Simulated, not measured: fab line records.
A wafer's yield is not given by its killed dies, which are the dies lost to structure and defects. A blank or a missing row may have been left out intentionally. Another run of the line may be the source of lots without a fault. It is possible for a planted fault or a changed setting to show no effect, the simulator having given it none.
Lot-split experiment ; flow n5 finfet ; 7 lots, 28 wafers read, on a route of 1938 steps

## THE SPLIT
At N5_BEOL_M11_ETCH_62 (etches SOC in N2/H2, target depth 110 nm, overetch 22 nm, time 165 s), the setting time s was moved away from the recipe's 165 s on 7 of the 28 wafers read, by -26.2% to +52.3%. The other wafers ran this setting at the recipe's value.

## FROM THE SPLIT TO THE READING: what the file shows between them, 9 steps
- N5_BEOL_M11_STRIP_68: strips in N2/H2
- N5_BEOL_M11_STRIP_67: strips in CF4
- N5_BEOL_M11_HM_OPEN_17: chemistry Cl2/BCl3, target TiN, target depth 20 nm, overetch 6 nm
- N5_BEOL_M11_STRIP_19: strips in O2
- N5_BEOL_M11_CD_MEAS_18: pitch 140 nm, target cd 70 nm
- N5_BEOL_M11_COAT_63: time 60 s, resist thk 100 nm
- N5_BEOL_M11_COAT_64: time 60 s, resist thk 30 nm
- N5_BEOL_M11_PRECLEAN_42: cleans in residue remover, time 60 s
- N5_BEOL_M11_SRD_43: time 30 s

## THE READING
cd nm, in nm, at N5_BEOL_M11_CD_MEAS_35 (target cd 70 nm). A value of 70.0 nm with a standard deviation of 0.52 nm is what fault-free wafers of this fab line usually give.

wafer;tool, chamber at the split;time s as run, s;against the recipe;cd nm, nm;against lot-mates on the recipe
L074.1;rie diel-05, 2;165;recipe;69.3;-
L074.2;rie diel-05, 3;165;recipe;70.2;-
L074.4;rie diel-05, 0;165;recipe;70.6;-
L079.2;rie diel-04, 1;165;recipe;69.0;-
L079.3;rie diel-04, 3;165;recipe;69.5;-
L079.6;rie diel-04, 1;165;recipe;70.1;-
L087.3;rie diel-03, 0;165;recipe;70.0;-
L087.4;rie diel-03, 1;121.7;-26.2%;69.0;-0.9
L087.5;rie diel-03, 3;165;recipe;69.4;-
L087.6;rie diel-03, 2;165;recipe;70.2;-
L089.3;rie diel-04, 0;165;recipe;70.3;-
L089.5;rie diel-04, 0;165;recipe;70.3;-
L089.6;rie diel-04, 3;165;recipe;70.1;-
L092.1;rie diel-05, 0;165;recipe;69.2;-
L092.2;rie diel-05, 3;165;recipe;69.5;-
L092.3;rie diel-05, 2;251.3;+52.3%;71.6;+2.3
L092.4;rie diel-05, 3;251.3;+52.3%;72.3;+3.0
L092.5;rie diel-05, 0;251.3;+52.3%;72.0;+2.7
L092.6;rie diel-05, 2;165;recipe;69.1;-
L095.1;rie diel-03, 1;165;recipe;70.2;-
L095.2;rie diel-03, 2;240;+45.5%;72.0;+1.6
L095.3;rie diel-03, 2;165;recipe;70.5;-
L095.4;rie diel-03, 1;240;+45.5%;72.3;+1.9
L095.5;rie diel-03, 1;240;+45.5%;72.2;+1.8
L095.6;rie diel-03, 2;165;recipe;70.5;-
L097.1;rie diel-04, 1;165;recipe;69.7;-
L097.3;rie diel-04, 2;165;recipe;70.3;-
L097.6;rie diel-04, 3;165;recipe;70.0;-

FIT RESULTS
A straight line over all 28 wafers: cd nm changes by +0.0431 nm for each +1% of time s; r = +0.90; the points scatter about the line by 0.47 nm.
The same after taking each lot's own level away (the mean of its wafers on the recipe; 28 wafers): +0.0453 nm for each +1%; r = +0.94; scatter 0.35 nm.
On that fit, the largest move of time s shifts the reading by 2.4 nm.
The lots' own levels span 69.27 to 70.40 nm, that is 2.2 times the standard deviation above.
Hence the lot-to-lot level has little effect on the slope; both slopes agree.
Check: for one of the wafers moved furthest among these (+52.3%), held out of the fit, the line's prediction against its lot-mates is +2.39 nm. Against them it came out at +2.33 nm.

## THE WHOLE CHAIN: every reading that the file lists as answering this split, in the file's order
step;what it does;reading;change (the file's fit);r (the file's)
N5_BEOL_M11_ETCH_62;etches SOC in N2/H2, target depth 110 nm, overetch 22 nm, time 165 s;etch.depth nm (the simulator's own value, which no gauge read);not straight: 67.59 at the lowest setting, 99.87 at the recipe, 100.1 at the highest;not given
N5_BEOL_M11_ETCH_62;etches SOC in N2/H2, target depth 110 nm, overetch 22 nm, time 165 s;SiARC_of_BEOL_M11_COAT_60.thk nm (the simulator's own value, which no gauge read);-0.0657 nm for each +1% of the setting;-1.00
N5_BEOL_M11_ETCH_62;etches SOC in N2/H2, target depth 110 nm, overetch 22 nm, time 165 s;BEOL_M11.cd offset nm (the simulator's own value, which no gauge read);+0.0323 nm for each +1% of the setting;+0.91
N5_BEOL_M11_HM_OPEN_17;chemistry Cl2/BCl3, target TiN, target depth 20 nm, overetch 6 nm;BEOL_M11.cd offset nm (the simulator's own value, which no gauge read);+0.0338 nm for each +1% of the setting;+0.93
N5_BEOL_M11_CD_MEAS_18;pitch 140 nm, target cd 70 nm;cd nm;+0.0406 nm for each +1% of the setting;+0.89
N5_BEOL_M11_CD_MEAS_35;target cd 70 nm;cd nm;+0.0453 nm for each +1% of the setting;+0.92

## FILE'S OWN FIT
cd nm changes by +0.0453 nm for each +1% of time s, r = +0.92.
